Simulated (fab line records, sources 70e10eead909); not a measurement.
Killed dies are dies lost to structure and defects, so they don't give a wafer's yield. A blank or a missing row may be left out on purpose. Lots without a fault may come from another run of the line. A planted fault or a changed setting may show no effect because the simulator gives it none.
fab line records | flow nand_harc
record lots=24 wafers=72 last_day=25
route steps=1159 shown A_STAIRCASE@648
lots that met no fault: from a run of the same line without faults
start_h: hours from the record's first day to the start of the lot's first wafer shown | wait_h: hours since the lot's step before | " the same as in the row above | L1.1+2: a row that stands for several wafers | - no value, or no start given | * or withheld: withheld | < > ~ a bound
route shown NAME@n: a module of which the file shows steps, and the number in the route of the first | usual: mean/standard deviation of fault-free wafers | same: alike in all rows | chamber/n: place in a boat | sites: the reading at each site | _std_site: their standard deviation | _edge_site: outer sites' mean less inner sites' | radius_mm: how far each site lies from the wafer's centre | mask NAME#n: copy n | behind: the tool/chamber that last shaped the wafer | hold: why the lot was held/for how many hours/how that ended | device: the transistor (n, p or np) that didn't switch | end of line: the same wafers' tests at the end of the route | a step without rows: its recipe alone | killed: dies lost to structure and defects at the first sort, not the wafer's yield | map: a wafer's dies, x killed, . not, _ none there
set.NAME: the setting as run; set.NAME@STEP: as run at that earlier step | model.NAME: the simulator's own value behind a step, which no gauge read
steps of the route over a sample of lots; a table a step, a row a wafer
services: from which hour (start_h, from the record's first day; less than 0 if before it) a tool's chamber was out of use, for how many hours, and why
## steps
# step NHARC_A_STAIRCASE_STRIP_254
# recipe power_w=1500 temp_c=250 chemistry=O2
# usual drypump_motor_current_A=5.72/0.21 heater_power_w=347/29 rf_refl_power_W=17/4.9
# columns lot.wafer tool chamber start_h wait_h drypump_motor_current_A heater_power_w rf_hours_counter_h rf_refl_power_W
L076.1 plasma_asher-01 0 262.66 - 5.97 373 55 -
L076.2 " 1 " " 5.45 373 55 -
L076.5 " 0 " " 5.98 367 - -
L075.2 plasma_asher-01 1 266.58 - 5.45 356 57 10
L075.5 " 1 " " 5.42 357 - 11
L075.6 " 0 " " 5.91 371 - 20
L078.1 plasma_asher-01 0 269.93 - 5.95 369 58 -
L078.4 " 1 " " 5.46 363 - -
L078.5 " 1 " " 5.43 373 - -
L074.1 plasma_asher-01 1 270.30 - 5.46 375 59 -
L074.3 " 0 " " 5.95 366 - -
L074.4 " 1 " " 5.45 377 - -
L077.1 plasma_asher-01 1 271.40 - 5.44 366 59 11
L077.6 " 1 " " 5.43 356 - 11
L077.5 " 0 " " 5.92 364 - 19
L079.1 plasma_asher-01 0 274.08 - 5.94 370 60 20
L079.3 " 1 " " 5.40 355 - 11
L079.5 " 1 " " 5.43 374 - 10
L080.4 plasma_asher-02 1 281.14 - 5.82 339 - 13
L080.6 " 0 " " 5.70 294 - 23
L080.5 " 1 " " 5.83 339 - 13
L081.1 plasma_asher-02 0 282.42 - 5.70 289 30 23
L081.2 " 1 " " 5.83 334 30 14
L081.4 " 1 " " 5.83 338 - 14
L085.2 plasma_asher-01 1 303.79 - 5.39 368 7 11
L085.3 " 0 " " 5.96 372 - 19
L085.6 " 0 " " 5.99 374 - 18
L082.2 plasma_asher-02 0 304.00 - 5.65 286 38 24
L082.6 " 0 " " 5.67 288 - 23
L082.5 " 1 " " 5.86 345 - 13
L083.1 plasma_asher-02 0 308.47 - 5.68 298 38 22
L083.4 " 0 " " 5.67 294 - 23
L083.5 " 0 " " 5.69 290 - 23
L084.1 plasma_asher-01 1 308.61 - 5.42 368 9 10
L084.3 " 1 " " 5.41 355 - 11
L084.6 " 1 " " 5.45 372 - 11
L087.2 plasma_asher-01 0 324.82 - 5.95 374 14 -
L087.4 " 0 " " 5.96 369 - -
L087.5 " 1 " " 5.46 362 - -
L086.2 plasma_asher-02 0 324.85 - 5.72 300 44 22
L086.3 " 0 " " 5.66 295 - 22
L086.4 " 1 " " 5.84 336 - 13
L088.3 plasma_asher-01 0 329.17 - 5.97 360 - -
L088.5 " 1 " " 5.43 362 - -
L088.6 " 0 " " 5.98 374 - -
L090.1 plasma_asher-02 1 341.25 - 5.80 344 49 13
L090.3 " 1 " " 5.84 333 - 13
L090.6 " 0 " " 5.68 293 - 23
L089.1 plasma_asher-02 0 341.54 - 5.69 292 49 -
L089.4 " 1 " " 5.87 332 - -
L089.6 " 0 " " 5.68 290 - -
L092.2 plasma_asher-01 0 363.20 - 5.94 376 27 19
L092.5 " 1 " " 5.42 381 - 11
L092.6 " 0 " " 5.95 368 - 19
L093.1 plasma_asher-01 1 364.50 - 5.38 368 29 -
L093.3 " 0 " " 5.92 380 - -
L093.5 " 1 " " 5.41 376 - -
L091.4 plasma_asher-01 0 367.74 - 5.98 364 - 19
L091.5 " 0 " " 5.97 371 - 19
L091.6 " 1 " " 5.43 368 - 11
L095.2 plasma_asher-02 1 370.53 - 5.81 335 1 14
L095.1 " 0 " " 5.67 312 1 24
L095.6 " 0 " " 5.66 311 - 24
L094.2 plasma_asher-02 0 371.93 - 5.70 305 2 -
L094.3 " 0 " " 5.70 302 - -
L094.4 " 1 " " 5.85 331 - -
L096.4 plasma_asher-02 0 376.15 - 5.68 311 - 24
L096.5 " 1 " " 5.84 327 - 14
L096.6 " 0 " " 5.68 316 - 24
L097.2 plasma_asher-01 1 398.19 - 5.46 361 43 11
L097.5 " 0 " " 5.97 377 - 19
L097.6 " 1 " " 5.43 369 - 11
# step NHARC_A_STAIRCASE_HM_DEP_456
# recipe target_thk_a=15000 temp_c=400 material=aC
# usual throttle_valve_pct=35.000/0.0088
# columns lot.wafer tool chamber start_h wait_h throttle_valve_pct
L076.1 acl_dep-02 0 265.01 - 34.997
L076.2 " 0 " " 35.003
L076.5 " 0 " " 34.992
L075.2 acl_dep-03 0 267.72 - 35.001
L075.5 " 0 " " 35.003
L075.6 " 0 " " 35.009
L078.1 acl_dep-01 0 271.51 - 35.003
L078.4 " 0 " " 35.003
L078.5 " 0 " " 34.994
L074.1 acl_dep-02 0 272.33 - 35.001
L074.3 " 0 " " 34.993
L074.4 " 0 " " 34.994
L077.1 acl_dep-01 0 273.33 - 35.023
L077.5 " 0 274.56 - 35.002
L077.6 " 0 " " 35.005
L079.1 acl_dep-02 0 276.00 - 34.997
L079.3 " 0 " " 35.010
L079.5 " 0 " " 35.003
L080.4 acl_dep-01 0 282.75 - 34.994
L080.5 " 0 " " 35.003
L080.6 " 0 " " 35.002
L081.1 acl_dep-02 0 284.38 - 35.011
L081.2 " 0 " " 34.993
L081.4 " 0 " " 35.008
L085.2 acl_dep-03 0 304.86 - 35.000
L085.3 " 0 " " 35.000
L085.6 " 0 " " 35.013
L082.2 acl_dep-02 0 305.12 - 34.995
L082.5 " 0 " " 34.996
L082.6 " 0 " " 34.999
L083.1 acl_dep-02 0 309.25 - 35.007
L083.4 " 0 " " 35.006
L083.5 " 0 " " 35.001
L084.1 acl_dep-03 0 309.90 - 34.988
L084.3 " 0 " " 35.008
L084.6 " 0 " " 35.005
L087.2 acl_dep-01 0 325.90 - 35.010
L087.4 " 0 " " 35.014
L087.5 " 0 " " 34.985
L086.2 acl_dep-02 0 326.00 - 34.992
L086.3 " 0 " " 35.001
L086.4 " 0 " " 34.998
L088.3 acl_dep-03 0 330.46 - 34.992
L088.5 " 0 " " 35.007
L088.6 " 0 " " 34.987
L090.1 acl_dep-01 0 342.02 - 35.000
L090.3 " 0 " " 34.989
L090.6 " 0 " " 35.001
L089.1 acl_dep-02 0 342.40 - 34.995
L089.4 " 0 " " 35.008
L089.6 " 0 " " 34.997
L092.2 acl_dep-01 0 364.67 - 35.005
L092.5 " 0 " " 34.997
L092.6 " 0 " " 35.006
L093.1 acl_dep-03 0 366.94 - 35.011
L093.3 " 0 " " 34.995
L093.5 " 0 " " 35.003
L091.4 acl_dep-02 0 369.55 - 35.005
L091.5 " 0 " " 35.008
L091.6 " 0 " " 34.994
L095.1 acl_dep-03 0 372.66 - 34.984
L095.2 " 0 " " 35.002
L095.6 " 0 374.20 - 34.993
L094.2 acl_dep-03 0 374.81 - 35.003
L094.3 " 0 " " 35.000
L094.4 " 0 " " 35.016
L096.4 acl_dep-03 0 377.88 - 35.015
L096.5 " 0 " " 35.023
L096.6 " 0 " " 34.997
L097.2 acl_dep-02 0 399.26 - 35.020
L097.5 " 0 " " 34.994
L097.6 " 0 " " 34.990
# step NHARC_A_STAIRCASE_HM_DEP_462
# recipe target_thk_a=8000 temp_c=400 material=aC
# usual throttle_valve_pct=35.001/0.0096
# columns lot.wafer tool chamber start_h wait_h throttle_valve_pct
L076.1 acl_dep-03 0 270.34 0.1 34.997
L076.2 " 0 " " 34.993
L076.5 " 0 " " 35.001
L075.2 acl_dep-02 0 274.46 1.7 35.013
L075.5 " 0 " " 35.011
L075.6 " 0 " " 35.007
L078.1 acl_dep-03 0 277.30 0.8 35.000
L078.4 " 0 " " 35.019
L078.5 " 0 " " 34.985
L074.1 acl_dep-01 0 277.77 0.5 34.986
L074.3 " 0 " " 34.995
L074.4 " 0 " " 35.017
L077.1 acl_dep-02 0 278.36 0.1 35.009
L077.5 " 0 279.58 1.3 35.007
L077.6 " 0 " " 35.005
L079.1 acl_dep-03 0 281.11 0.1 34.989
L079.3 " 0 " " 34.997
L079.5 " 0 " " 35.000
L080.4 acl_dep-03 0 289.68 2.9 34.981
L080.5 " 0 " " 34.995
L080.6 " 0 " " 35.006
L081.1 acl_dep-02 0 290.33 0.9 35.001
L081.2 " 0 " " 35.012
L081.4 " 0 " " 35.011
L085.2 acl_dep-02 0 311.39 1.8 35.013
L085.3 " 0 " " 34.978
L085.6 " 0 " " 34.996
L082.2 acl_dep-02 0 313.23 3.2 35.006
L082.5 " 0 " " 35.010
L082.6 " 0 " " 35.014
L083.1 acl_dep-02 0 314.79 0.5 35.016
L083.4 " 0 " " 34.992
L083.5 " 0 " " 34.995
L084.1 acl_dep-03 0 316.25 1.3 35.004
L084.3 " 0 " " 35.007
L084.6 " 0 " " 35.014
L087.2 acl_dep-01 0 331.51 0.4 35.006
L087.4 " 0 " " 34.999
L087.5 " 0 " " 35.009
L086.2 acl_dep-03 0 331.99 0.6 34.999
L086.3 " 0 " " 35.009
L086.4 " 0 " " 34.997
L088.3 acl_dep-02 0 339.44 3.9 34.998
L088.5 " 0 " " 34.996
L088.6 " 0 " " 35.001
L090.1 acl_dep-03 0 347.94 0.6 35.005
L090.3 " 0 " " 35.001
L090.6 " 0 " " 34.981
L089.1 acl_dep-01 0 349.51 2.0 34.993
L089.4 " 0 " " 35.004
L089.6 " 0 " " 34.982
L092.2 acl_dep-03 0 371.16 1.5 35.009
L092.5 " 0 " " 35.021
L092.6 " 0 " " 35.003
L093.1 acl_dep-02 0 374.33 2.0 35.010
L093.3 " 0 " " 35.013
L093.5 " 0 " " 34.989
L091.4 acl_dep-01 0 375.94 2.3 34.993
L091.5 " 0 " " 35.020
L091.6 " 0 " " 34.987
L095.1 acl_dep-03 0 378.79 1.1 35.000
L095.2 " 0 " " 35.010
L095.6 " 0 380.31 2.6 35.000
L094.2 acl_dep-02 0 382.60 1.3 35.019
L094.3 " 0 " " 34.997
L094.4 " 0 " " 35.007
L096.4 acl_dep-01 0 383.56 1.6 34.989
L096.5 " 0 " " 35.003
L096.6 " 0 " " 34.991
L097.2 acl_dep-02 0 405.60 0.4 34.995
L097.5 " 0 " " 35.014
L097.6 " 0 " " 35.001
# step NHARC_A_STAIRCASE_ETCH_313
# recipe cf4_flow_sccm=100 chf3_flow_sccm=30 ar_flow_sccm=0 rf_w=500 bias_w=200 chemistry=CF4/CHF3
# usual drypump_motor_current_A=5.8/0.47 oes_product_au=0.936/0.019 rf_fwd_power_W=497.1/1.6 rf_vpp_V=370.3/1.7 showerhead_plenum_p_Torr=1.56/0.043 throttle_valve_pct=16.802/0.0083
# columns lot.wafer tool chamber start_h wait_h drypump_motor_current_A oes_product_au rf_fwd_power_W rf_hours_counter_h rf_vpp_V showerhead_plenum_p_Torr throttle_valve_pct
L076.2 rie_diel-10 1 273.19 0.1 6.7 0.953 496.4 33 368.9 1.53 16.820
L076.1 " 2 " " 6.2 0.939 496.9 35 371.6 1.61 16.816
L076.5 " 0 " " 5.5 0.937 501.5 - 374.1 1.62 16.809
L075.2 rie_diel-05 3 277.12 0.1 5.7 0.910 496.5 42 367.3 1.52 16.803
L075.6 " 3 " " 5.7 0.910 498.8 - 367.9 1.52 16.795
L075.5 " 0 " " 5.9 0.922 496.5 - 371.9 1.54 16.802
L078.4 rie_diel-06 2 280.21 0.1 5.4 0.923 495.6 15 370.7 1.53 16.805
L078.1 " 0 " " 6.2 0.929 496.2 16 371.9 1.60 16.792
L078.5 " 3 " " 6.1 0.921 495.9 - 371.4 1.61 16.811
L074.1 rie_diel-10 1 280.68 0.1 6.7 0.915 498.1 35 367.6 1.53 16.789
L074.4 " 2 " " 6.2 0.924 497.7 36 371.6 1.61 16.799
L074.3 " 0 " " 5.4 0.919 498.8 37 373.5 1.62 16.806
L077.1 rie_diel-10 3 281.51 0.3 5.2 0.956 499.8 39 369.1 1.51 16.813
L077.6 " 0 " " 5.5 0.961 498.2 - 372.2 1.62 16.813
L077.5 " 1 " " 6.7 0.942 497.1 - 369.4 1.53 16.802
L079.1 rie_diel-06 3 284.07 0.1 6.1 0.926 498.1 17 371.3 1.61 16.809
L079.3 " 0 " " 6.2 0.931 497.3 16 371.2 1.60 16.800
L079.5 " 3 " " 6.1 0.930 496.4 - 371.3 1.61 16.795
L080.4 rie_diel-05 0 291.75 0.1 5.9 0.919 497.1 45 370.6 1.54 16.807
L080.6 " 1 " " 5.3 0.933 497.5 - 367.9 1.50 16.814
L080.5 " 2 " " 6.7 0.923 495.1 - 373.2 1.64 16.795
L081.2 rie_diel-10 0 293.26 0.1 5.4 0.923 501.3 40 372.7 1.62 16.804
L081.1 " 1 " " 6.7 0.914 497.4 37 369.8 1.53 16.799
L081.4 " 3 " " 5.2 0.924 499.0 40 367.3 1.51 16.796
L085.3 rie_diel-10 3 314.02 0.1 5.2 0.921 498.7 49 369.0 1.51 16.814
L085.2 " 1 " " 6.7 0.933 497.6 44 368.8 1.52 16.799
L085.6 " 0 " " 5.4 0.926 496.9 - 372.5 1.62 16.788
L082.2 rie_diel-10 1 316.16 0.1 6.7 0.940 497.0 45 369.3 1.52 16.799
L082.6 " 3 " " 5.2 0.943 495.1 - 367.5 1.51 16.805
L082.5 " 0 " " 5.4 0.949 497.4 - 373.9 1.62 16.782
L083.4 rie_diel-05 1 317.60 0.1 5.3 0.971 497.1 47 368.0 1.50 16.789
L083.1 " 2 " " 6.7 0.948 496.6 50 371.9 1.64 16.812
L083.5 " 1 " " 5.3 0.963 495.1 - 369.2 1.50 16.799
L084.3 rie_diel-06 3 319.40 0.1 6.1 0.978 497.3 28 372.2 1.60 16.807
L084.1 " 0 " " 6.2 0.973 501.8 29 372.5 1.60 16.808
L084.6 " 2 " " 5.4 0.963 496.4 - 371.6 1.53 16.792
L087.2 rie_diel-10 0 334.31 0.1 5.5 0.926 496.1 57 372.5 1.62 16.803
L087.4 " 1 " " 6.7 0.925 499.8 54 369.4 1.52 16.790
L087.5 " 0 " " 5.4 0.920 499.2 - 372.7 1.62 16.802
L086.4 rie_diel-06 1 334.76 0.1 5.7 0.929 497.9 33 368.3 1.56 16.800
L086.2 " 2 " " 5.4 0.917 495.6 34 369.1 1.53 16.802
L086.3 " 3 " " 6.1 0.932 493.6 36 370.2 1.60 16.790
L088.3 rie_diel-06 1 342.03 0.1 5.7 0.985 495.8 35 370.2 1.56 16.802
L088.6 " 2 " " 5.5 0.964 500.7 - 370.9 1.53 16.805
L088.5 " 3 " " 6.1 0.972 496.1 - 371.0 1.60 16.796
L090.3 rie_diel-06 2 351.02 0.2 5.4 0.917 499.9 39 369.8 1.53 16.810
L090.1 " 3 " " 6.1 0.930 495.3 42 370.3 1.60 16.800
L090.6 " 3 " " 6.1 0.929 495.7 - 371.7 1.60 16.811
L089.1 rie_diel-06 1 352.50 0.1 5.7 0.943 499.6 39 370.1 1.56 16.800
L089.4 " 3 " " 6.1 0.938 499.1 42 370.1 1.60 16.810
L089.6 " 0 " " 6.2 0.936 497.3 - 370.1 1.60 16.818
L092.2 rie_diel-06 0 373.78 0.1 6.2 0.927 499.0 53 371.4 1.59 16.802
L092.6 " 1 " " 5.8 0.938 496.0 - 370.7 1.56 16.795
L092.5 " 2 " " 5.4 0.919 497.9 - 369.9 1.52 16.803
L093.3 rie_diel-05 1 377.17 0.1 5.3 0.926 496.5 13 368.2 1.49 16.798
L093.1 " 2 " " 6.7 0.928 496.4 2 371.9 1.63 16.810
L093.5 " 1 " " 5.3 0.925 498.5 - 367.4 1.49 16.792
L091.4 rie_diel-06 0 378.07 0.1 6.2 0.934 495.8 53 372.2 1.59 16.807
L091.6 " 1 " " 5.7 0.927 494.6 - 369.7 1.56 16.805
L091.5 " 2 " " 5.4 0.926 499.3 - 368.1 1.52 16.804
L095.1 rie_diel-06 1 381.76 0.1 5.7 0.926 498.8 50 369.5 1.56 16.798
L095.2 " 3 " " 6.1 0.930 496.9 54 371.0 1.60 16.796
L095.6 " 2 " " 5.4 0.925 498.0 - 368.4 1.52 16.800
L094.2 rie_diel-05 1 385.81 0.1 5.3 0.933 497.2 17 369.8 1.49 16.799
L094.3 " 2 " " 6.7 0.924 494.5 6 373.0 1.63 16.800
L094.4 " 0 " " 5.8 0.926 495.5 16 370.0 1.53 16.792
L096.4 rie_diel-06 2 385.83 0.1 5.4 0.926 496.1 51 368.7 1.52 16.792
L096.6 " 1 " " 5.7 0.927 497.7 - 369.6 1.56 16.813
L096.5 " 2 " " 5.4 0.929 497.8 - 368.2 1.52 16.803
L097.2 rie_diel-06 3 408.10 0.1 6.1 0.988 496.2 63 371.8 1.59 16.793
L097.5 " 2 " " 5.4 0.970 496.3 - 369.0 1.52 16.795
L097.6 " 3 " " 6.1 0.981 497.3 - 372.2 1.59 16.805
# step NHARC_A_STAIRCASE_DEP_325
# recipe target_thk_a=38000 temp_c=400 target_thk_nm=3800 teos_flow_sccm=200 rf_w=500 material=SiO2
# usual heater_power_w=677/88 rf_fwd_power_W=499.6/1.6
# columns lot.wafer tool chamber start_h wait_h heater_power_w rf_fwd_power_W
L074.3 pecvd-01 2 314.09 0.2 784 497.8
L074.1 " 0 " " 741 498.8
L074.4 " 2 " " 625 499.5
L078.1 pecvd-04 0 314.15 0.3 649 500.4
L078.5 " 0 " " 564 501.5
L078.4 " 2 " " 734 500.8
L076.2 pecvd-02 0 314.49 0.6 698 500.1
L076.1 " 1 " " 844 500.7
L076.5 " 1 " " 706 501.8
L075.2 pecvd-01 0 314.66 0.8 668 499.2
L075.5 " 0 " " 651 500.0
L075.6 " 1 " " 648 496.9
L077.1 pecvd-04 0 314.72 0.8 665 501.2
L077.6 " 0 " " 560 501.9
L077.5 " 2 " " 730 500.2
L081.2 pecvd-01 2 323.97 0.1 776 497.8
L081.1 " 1 " " 696 498.6
L081.4 " 1 " " 639 501.4
L079.1 pecvd-04 2 324.12 0.2 810 504.0
L079.3 " 0 " " 542 500.5
L079.5 " 2 " " 762 501.6
L080.6 pecvd-02 0 324.49 0.6 580 499.9
L080.4 " 1 " " 689 499.6
L080.5 " 2 " " 559 500.3
L085.3 pecvd-04 1 347.66 0.2 712 499.3
L085.2 " 2 " " 840 500.0
L085.6 " 0 " " 548 501.7
L083.1 pecvd-02 2 347.76 0.3 577 499.1
L083.5 " 0 " " 606 499.8
L083.4 " 2 " " 543 498.3
L082.2 pecvd-01 2 347.77 0.3 730 498.5
L082.6 " 0 " " 642 498.7
L082.5 " 1 " " 646 499.2
L084.1 pecvd-04 1 357.64 0.1 704 496.4
L084.3 " 0 " " 686 501.4
L084.6 " 2 " " 752 498.4
L087.2 pecvd-04 1 367.54 0.1 752 500.5
L087.4 " 1 " " 631 498.8
L087.5 " 0 " " 546 501.0
L086.3 pecvd-02 1 367.54 0.1 706 501.1
L086.2 " 2 " " 547 500.4
L086.4 " 2 " " 535 501.1
L088.3 pecvd-01 2 380.21 0.3 644 500.6
L088.6 " 0 " " 662 500.9
L088.5 " 1 " " 629 498.9
L090.1 pecvd-01 0 391.19 0.2 659 497.5
L090.3 " 1 " " 749 499.2
L090.6 " 0 " " 648 501.6
L089.1 pecvd-02 1 391.28 0.3 778 496.4
L089.6 " 2 " " 540 500.5
L089.4 " 0 " " 600 500.2
L092.2 pecvd-01 0 408.27 0.2 802 497.9
L092.5 " 0 " " 641 497.9
L092.6 " 1 " " 636 498.9
L093.3 pecvd-04 0 408.31 0.2 673 496.5
L093.1 " 1 " " 728 498.4
L093.5 " 0 " " 514 497.9
L091.4 pecvd-02 0 408.48 0.4 599 499.4
L091.6 " 1 " " 719 498.5
L091.5 " 2 " " 525 499.8
L095.1 pecvd-04 0 413.43 0.1 638 500.2
L095.2 " 2 " " 920 500.7
L095.6 " 0 " " 547 501.0
L094.2 pecvd-01 1 413.54 0.2 671 501.0
L094.3 " 2 " " 756 500.3
L094.4 " 2 " " 630 499.0
L096.5 pecvd-02 2 413.72 0.4 519 500.7
L096.6 " 0 " " 595 501.7
L096.4 " 1 " " 736 497.9
L097.2 pecvd-04 1 439.16 0.4 735 497.3
L097.5 " 0 " " 556 499.1
L097.6 " 2 " " 753 499.2
# step NHARC_A_STAIRCASE_CMP_450
# recipe target_thk_nm=200 material=SiO2
# usual motor_current_A=12.1/1.1 retaining_ring_pressure_frac=0.999/0.0054
# columns lot.wafer tool chamber start_h wait_h motor_current_A retaining_ring_pressure_frac
L074.1 cmp-03 2 324.85 - 10.7 1.000
L074.3 " 3 " " 12.2 1.004
L074.4 " 1 " " 13.4 0.997
L075.2 cmp-01 3 325.15 - 12.9 1.003
L075.5 " 1 " " 10.5 0.989
L075.6 " 2 " " 11.0 0.992
L077.1 cmp-03 1 326.47 - 14.0 1.000
L077.6 " 0 " " 12.5 0.999
L077.5 " 1 " " 14.1 1.001
L078.4 cmp-03 2 326.76 - 11.3 1.005
L078.1 " 0 " " 12.1 0.994
L078.5 " 2 " " 10.9 1.001
L076.2 cmp-03 1 327.06 - 14.2 1.008
L076.1 " 2 " " 11.5 1.001
L076.5 " 0 " " 12.7 1.004
L081.1 cmp-02 1 334.93 - 10.3 0.993
L081.2 " 2 " " 12.8 1.006
L081.4 " 3 " " 11.7 1.009
L079.1 cmp-03 3 335.04 - 12.6 0.998
L079.3 " 0 " " 11.9 1.000
L079.5 " 2 " " 11.1 0.990
L080.4 cmp-01 1 335.47 - 10.4 1.006
L080.5 " 0 " " 12.4 1.001
L080.6 " 1 " " 11.2 1.003
L082.2 cmp-02 3 358.69 - 11.7 1.000
L082.6 " 1 " " 10.5 0.999
L082.5 " 2 " " 13.4 1.000
L085.2 cmp-02 3 359.78 - 11.7 0.999
L085.3 " 0 " " 11.2 1.002
L085.6 " 2 " " 12.3 1.001
L083.4 cmp-01 0 360.10 - 12.5 1.011
L083.1 " 1 " " 10.7 0.993
L083.5 " 3 " " 12.5 1.000
L084.3 cmp-03 1 371.61 - 13.9 1.001
L084.1 " 2 " " 10.6 0.996
L084.6 " 2 " " 11.0 0.993
L086.2 cmp-01 1 381.10 - 10.4 0.995
L086.3 " 2 " " 10.5 1.007
L086.4 " 3 " " 12.6 1.003
L087.4 cmp-01 3 381.24 - 13.1 1.004
L087.2 " 0 " " 11.8 1.003
L087.5 " 0 " " 12.1 0.996
L088.3 cmp-03 0 391.87 - 12.2 0.999
L088.5 " 1 " " 13.9 0.997
L088.6 " 2 " " 11.1 0.994
L090.1 cmp-01 2 403.57 - 11.0 1.010
L090.3 " 3 " " 13.2 0.994
L090.6 " 2 " " 10.9 1.001
L089.4 cmp-03 1 403.63 - 14.7 1.007
L089.1 " 3 " " 12.5 0.981
L089.6 " 1 " " 14.9 1.001
L092.2 cmp-01 1 420.00 - 10.5 0.999
L092.5 " 3 " " 13.5 1.002
L092.6 " 0 " " 11.9 1.003
L091.4 cmp-03 1 420.39 - 14.1 0.997
L091.6 " 1 " " 14.0 1.001
L091.5 " 2 " " 10.9 1.005
L093.1 cmp-03 3 420.67 - 11.6 0.999
L093.3 " 1 " " 13.4 1.001
L093.5 " 0 " " 12.5 0.989
L095.2 cmp-03 0 424.77 - 12.8 1.000
L095.1 " 1 " " 13.9 0.997
L095.6 " 0 " " 12.7 1.007
L094.4 cmp-03 3 425.48 - 11.8 0.999
L094.3 " 0 " " 12.7 1.001
L094.2 " 1 " " 13.2 0.998
L096.4 cmp-03 2 428.34 - 11.1 0.996
L096.5 " 2 " " 11.1 0.993
L096.6 " 3 " " 11.9 1.004
L097.2 cmp-03 0 449.82 - 12.2 1.010
L097.6 " 0 " " 12.3 1.000
L097.5 " 1 " " 13.8 1.009
## services
# columns tool chamber start_h hours kind
rie_diel-06 - 241.24 9.0 pm
pecvd-01 2 247.78 14.6 repair
pecvd-01 1 256.58 26.1 repair
cmp-03 - 257.89 4.0 pm
pecvd-04 0 259.31 12.0 repair
cmp-01 - 260.90 0.3 repair
plasma_asher-01 - 276.00 9.0 pm
cmp-01 - 277.80 4.0 pm
acl_dep-01 - 295.50 5.3 repair
acl_dep-01 - 300.85 13.0 pm
pecvd-02 - 323.35 0.2 repair
cmp-01 - 331.35 1.1 repair
pecvd-02 - 334.00 13.0 pm
cmp-01 - 347.74 2.4 repair
acl_dep-02 - 350.91 13.0 pm
cmp-03 - 355.98 4.0 pm
plasma_asher-02 - 360.60 9.0 pm
pecvd-04 - 376.36 13.0 pm
cmp-03 - 380.44 2.0 repair
pecvd-01 2 381.36 6.8 repair
acl_dep-03 - 405.21 13.0 pm
pecvd-01 - 418.33 13.0 pm
rie_diel-06 - 418.74 9.0 pm
pecvd-04 1 432.72 5.4 repair
## key
fault none
